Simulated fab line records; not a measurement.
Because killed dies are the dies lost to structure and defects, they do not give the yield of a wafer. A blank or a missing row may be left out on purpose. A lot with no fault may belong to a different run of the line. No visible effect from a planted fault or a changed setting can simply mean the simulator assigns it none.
Matching of chambers | flow n5Finfet | rieDiel-02 running N5_BEOL_M15_ETCH_59: 4 sister chambers
The step etches BARC in N2/H2, target depth 89 nm, overetch 26.7 nm, time 67.9 s. 18 wafers are shown with their chamber, then 9 later ones without.

## WAFERS PAIRED WITH THEIR CHAMBERS
wafer  | chamber | showerheadPlenumPTorr (Torr) | drypumpMotorCurrentA (A) | oesProductAu (a.u.)
L087.1 | 2       | 2.56                         | 6.3                      | 0.67
L087.2 | 0       | 2.49                         | 6.3                      | 0.59
L087.5 | 3       | 2.66                         | 5.6                      | 0.68
L086.1 | 1       | 2.50                         | 6.4                      | 0.58
L086.5 | 0       | 2.49                         | 6.3                      | 0.59
L086.6 | 3       | 2.66                         | 5.6                      | 0.68
L089.3 | 1       | 2.50                         | 6.4                      | 0.58
L089.4 | 3       | 2.66                         | 5.5                      | 0.67
L089.6 | 1       | 2.50                         | 6.4                      | 0.57
L093.3 | 1       | 2.50                         | 6.4                      | 0.58
L093.4 | 0       | 2.49                         | 6.3                      | 0.58
L093.6 | 1       | 2.50                         | 6.4                      | 0.57
L094.1 | 3       | 2.66                         | 5.5                      | 0.68
L094.4 | 3       | 2.66                         | 5.5                      | 0.68
L094.5 | 2       | 2.55                         | 6.3                      | 0.67
L091.3 | 0       | 2.49                         | 6.3                      | 0.58
L091.5 | 0       | 2.49                         | 6.3                      | 0.58
L091.6 | 2       | 2.55                         | 6.4                      | 0.67

SIGNATURES (means of the wafers above)
reading               | chamber 0 | chamber 1 | chamber 2 | chamber 3 | scatter within a chamber
showerheadPlenumPTorr | 2.4900    | 2.5000    | 2.5533    | 2.6600    | 0.00218
drypumpMotorCurrentA  | 6.300     | 6.400     | 6.333     | 5.540     | 0.0365
oesProductAu          | 0.5840    | 0.5760    | 0.6700    | 0.6780    | 0.00478
Rule: distance of a wafer from a chamber = root of the sum over the readings of ((wafer's reading minus chamber's mean) / reading's scatter) squared. If the next closest chamber is less than 2 further off than the closest, the wafer can't be placed; otherwise it belongs to the closest. The scatter is the square root of a quotient: the sum, over the shown wafers, of each reading's squared deviation from its chamber's mean, divided by wafers minus chambers.

## WAFERS MISSING THEIR CHAMBER
wafer  | showerheadPlenumPTorr (Torr) | drypumpMotorCurrentA (A) | oesProductAu (a.u.)
L095.3 | 2.49                         | 6.3                      | 0.58
L095.5 | 2.49                         | 6.3                      | 0.58
L095.6 | 2.55                         | 6.3                      | 0.66
L090.2 | 2.65                         | 5.5                      | 0.67
L090.4 | 2.50                         | 6.4                      | 0.84
L090.5 | 2.65                         | 5.5                      | 0.67
L092.1 | 2.49                         | 6.4                      | 0.82
L092.3 | 2.55                         | 6.4                      | 0.66
L092.5 | 2.50                         | 6.4                      | 0.84

## WHICH CHAMBER EACH WENT THROUGH
wafer  | from the rows above | in truth
L095.3 | 0                   | 0
L095.5 | 0                   | 0
L095.6 | 2                   | 2
L090.2 | 3                   | 3
L090.4 | 2                   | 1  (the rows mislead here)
L090.5 | 3                   | 3
L092.1 | 2                   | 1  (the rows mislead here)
L092.3 | 2                   | 2
L092.5 | 2                   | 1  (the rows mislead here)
Correctly placed: 6 of 9. Number that these rows cannot place: 0. Wrongly placed: 3.
